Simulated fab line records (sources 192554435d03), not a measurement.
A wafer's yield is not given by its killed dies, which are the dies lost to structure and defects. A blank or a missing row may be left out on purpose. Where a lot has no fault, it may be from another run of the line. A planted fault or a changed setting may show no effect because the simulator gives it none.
Matching of chambers	flow n5-finfet	4 sister chambers for N5_BEOL_M2_ETCHBACK_99 on rie-diel-06
The step etches SiO2 in CHF3, target depth 5 nm, time 10.4 s. 4 wafers are shown with their chamber, then 8 later ones without.

## WAFERS WITH THEIR CHAMBER
wafer	chamber	drypump-motor-current-A (A)
L084.3	1	5.5
L084.4	3	5.7
L090.3	2	6.4
L091.2	0	4.8

## WAFERS WHOSE CHAMBER IS MISSING
wafer	drypump-motor-current-A (A)
L091.4	5.6
L091.5	4.8
L093.1	5.5
L093.2	5.7
L093.6	6.4
L096.1	6.4
L096.2	4.9
L096.5	5.5

## WHICH CHAMBER EACH ONE RAN IN
wafer	from the rows above	in truth
L091.4	can't be placed: 1 or 3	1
L091.5	0	0
L093.1	1	1
L093.2	3	3
L093.6	2	2
L096.1	2	2
L096.2	0	0
L096.5	1	1
7 of 8 placed correctly. Unplaceable from these rows: 1, with the true chamber sitting among the candidates in 1. Wrongly placed: 0.
How it was worked out, from the rows above alone: a wafer's distance from a chamber is the root of the sum, over the readings, of the square of ((its reading less the chamber's mean) divided by the reading's scatter). The wafer belongs to the nearest chamber; if the next one is less than 2 further off, it can't be placed. A chamber's mean is the mean of its shown wafers. The scatter: with one shown wafer a chamber, the root of the mean of the squares of how far each hidden wafer lies from its nearest shown one.
